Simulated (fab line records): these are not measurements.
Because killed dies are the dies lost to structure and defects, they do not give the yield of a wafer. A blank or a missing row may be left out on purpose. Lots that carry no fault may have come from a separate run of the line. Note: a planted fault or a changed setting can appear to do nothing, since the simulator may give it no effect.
Chamber matching + flow n5-finfet + N5_BEOL_M3_ETCH_64 on rie-diel-06: 4 sister chambers
The step etches SOC in N2/H2, target depth 75 nm, overetch 15 nm, time 112.5 s. 18 wafers are shown with their chamber, then 9 later ones without.

== WAFERS, EACH WITH ITS CHAMBER ==
| wafer  | chamber | drypump-motor-current-A (A) | showerhead-plenum-p-Torr (Torr) | rf-vpp-V (V) |
|--------|---------|-----------------------------|---------------------------------|--------------|
| L075.2 | 2       | 5.9                         | 2.51                            | 521          |
| L075.4 | 0       | 5.1                         | 2.43                            | 521          |
| L075.5 | 0       | 5.1                         | 2.43                            | 521          |
| L080.1 | 3       | 6.5                         | 2.64                            | 526          |
| L080.2 | 2       | 5.9                         | 2.50                            | 523          |
| L080.4 | 1       | 6.6                         | 2.71                            | 529          |
| L082.1 | 0       | 5.2                         | 2.42                            | 522          |
| L082.2 | 3       | 6.4                         | 2.64                            | 526          |
| L082.6 | 0       | 5.1                         | 2.42                            | 521          |
| L089.1 | 2       | 5.9                         | 2.50                            | 522          |
| L089.5 | 2       | 5.9                         | 2.50                            | 522          |
| L089.6 | 3       | 6.5                         | 2.64                            | 527          |
| L090.1 | 1       | 6.6                         | 2.70                            | 527          |
| L090.3 | 0       | 5.1                         | 2.41                            | 519          |
| L090.5 | 1       | 6.6                         | 2.70                            | 529          |
| L091.2 | 3       | 6.5                         | 2.64                            | 526          |
| L091.3 | 0       | 5.2                         | 2.41                            | 519          |
| L091.4 | 1       | 6.6                         | 2.69                            | 527          |

SIGNATURES (averages over the wafers above)
| reading                  | chamber 0 | chamber 1 | chamber 2 | chamber 3 | scatter within a chamber |
|--------------------------|-----------|-----------|-----------|-----------|--------------------------|
| drypump-motor-current-A  | 5.133     | 6.600     | 5.900     | 6.475     | 0.0386                   |
| showerhead-plenum-p-Torr | 2.4200    | 2.7000    | 2.5025    | 2.6400    | 0.00694                  |
| rf-vpp-V                 | 520.50    | 528.00    | 522.00    | 526.25    | 1.01                     |
Rule: for a wafer and a chamber, the distance is found by dividing, reading by reading, the gap between the wafer's reading and the chamber's mean by the reading's scatter, squaring, summing and taking the root. The wafer belongs to the nearest chamber; if the next one is less than 2 further off, it can't be placed. The scatter: take each reading less its chamber's mean, square it, sum over the shown wafers, divide by the number of wafers less the number of chambers, and take the root.

== WAFERS MISSING THEIR CHAMBER ==
| wafer  | drypump-motor-current-A (A) | showerhead-plenum-p-Torr (Torr) | rf-vpp-V (V) |
|--------|-----------------------------|---------------------------------|--------------|
| L093.2 | 6.5                         | 2.63                            | 528          |
| L093.4 | 5.2                         | 2.41                            | 522          |
| L093.6 | 5.2                         | 2.41                            | 520          |
| L096.1 | 5.9                         | 2.49                            | 522          |
| L096.2 | 6.5                         | 2.63                            | 526          |
| L096.3 | 5.1                         | 2.41                            | 522          |
| L097.1 | 5.9                         | 2.49                            | 521          |
| L097.4 | 6.5                         | 2.63                            | 524          |
| L097.5 | 5.1                         | 2.41                            | 522          |

== EACH ONE'S CHAMBER ==
| wafer  | from the rows above | in truth |
|--------|---------------------|----------|
| L093.2 | 3                   | 3        |
| L093.4 | 0                   | 0        |
| L093.6 | 0                   | 0        |
| L096.1 | 2                   | 2        |
| L096.2 | 3                   | 3        |
| L096.3 | 0                   | 0        |
| L097.1 | 2                   | 2        |
| L097.4 | 3                   | 3        |
| L097.5 | 0                   | 0        |
Correctly placed: 9 of 9. Not placeable from these rows: 0. Placed wrongly: 0.
